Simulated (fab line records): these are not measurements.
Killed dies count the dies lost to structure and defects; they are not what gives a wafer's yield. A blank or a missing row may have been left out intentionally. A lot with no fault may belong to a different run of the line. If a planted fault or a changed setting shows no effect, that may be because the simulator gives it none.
Lot-split experiment	flow n5 finfet	21 wafers read across 7 lots, on a route 1938 steps long

## THE SPLIT ITSELF
At N5_BEOL_M9_ETCH_66 (etches SOC in N2/H2, target depth 80 nm, overetch 16 nm, time 120 s), the setting time s was moved away from the recipe's 120 s on 8 of the 21 wafers read, by -19.4% to +17.8%. For the rest of the wafers, this setting stayed at what the recipe calls for.

The reading is taken at the split's own step.

## THE READING
SiARC_of_BEOL_M9_COAT_64.thk nm (the simulator's own value, which no gauge read), in nm, at N5_BEOL_M9_ETCH_66 (etches SOC in N2/H2, target depth 80 nm, overetch 16 nm, time 120 s). The file does not state a usual value for it. Here, 13 wafers ran the recipe; their average is 6.4 nm with a standard deviation of 0.12 nm.

wafer	tool, chamber at the split	time s as run, s	against the recipe	SiARC_of_BEOL_M9_COAT_64.thk nm, nm	against lot-mates on the recipe
L075.1	rie diel-04, 0	120	recipe	6.4	-
L075.5	rie diel-04, 0	120	recipe	6.4	-
L075.2	rie diel-04, 2	120	recipe	6.2	-
L074.2	rie diel-02, 2	120	recipe	6.4	-
L074.4	rie diel-02, 1	141.4	+17.8%	5.4	-1.0
L074.5	rie diel-02, 2	141.4	+17.8%	5.6	-0.8
L079.1	rie diel-02, 2	96.73	-19.4%	7.6	+1.2
L079.2	rie diel-02, 1,2	120	recipe	6.4	-
L079.4	rie diel-02, 1,2	120	recipe	6.4	-
L088.1	rie diel-06, 0	120	recipe	6.4	-
L088.2	rie diel-06, 1	120	recipe	6.2	-
L088.6	rie diel-06, 3	120	recipe	6.6	-
L091.1	rie diel-06, 3	120	recipe	6.4	-
L091.5	rie diel-06, 1	111.3	-7.3%	6.6	+0.2
L091.6	rie diel-06, 0	111.3	-7.3%	6.8	+0.4
L093.2	rie diel-02, 0	120	recipe	6.6	-
L093.3	rie diel-02, 1	113.1	-5.8%	6.6	+0.0
L093.5	rie diel-02, 0	113.1	-5.8%	6.8	+0.2
L094.1	rie diel-04, 3	136.9	+14.1%	5.8	-0.7
L094.2	rie diel-04, 0	120	recipe	6.6	-
L094.5	rie diel-04, 0	120	recipe	6.4	-
When a row names more than one chamber, that row covers several wafers, and the file does not tell which wafer ran in which chamber.

FIT RESULTS
A straight line over all 21 wafers: SiARC_of_BEOL_M9_COAT_64.thk nm changes by -0.0519 nm for each +1% of time s; r = -0.96; the points scatter about the line by 0.13 nm.
The same after taking each lot's own level away (the mean of its wafers on the recipe; 21 wafers): -0.0511 nm for each +1%; r = -0.96; scatter 0.13 nm.
According to that fit, moving time s by its largest amount changes the reading by 0.99 nm.
Measured against the standard deviation above, the lots' own levels, which go from 6.33 to 6.60 nm, span 2.2 times it.
The two slopes are in agreement: the lot-to-lot level therefore moves the slope only a little.
Check: with one of the wafers moved furthest among these (-19.4%) left out of the fit, the line predicts +0.872 nm for it against its lot-mates. Against them it came out at +1.2 nm.

## FURTHER SPLITS ON THESE WAFERS
Other splits were also applied to these wafers ahead of the reading. Each is held against what the fit with the lots' levels taken away leaves over:
other split on the same wafers	wafers away from the commonest value	r with SiARC_of_BEOL_M9_COAT_64.thk nm (lot level and that fit taken away)
N5_BEOL_M7_EXPOSE_08 dose mj	7	-0.04
N5_BEOL_M7_DESCUM_33 time s	7	-0.13
N5_BEOL_M7_TRENCH_ETCH_37 source w	6	+0.33
N5_BEOL_M8_ETCH_61 bias w	8	-0.33

## THE FILE'S OWN FIT
SiARC_of_BEOL_M9_COAT_64.thk nm changes by -0.0531 nm for each +1% of time s, r = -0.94.
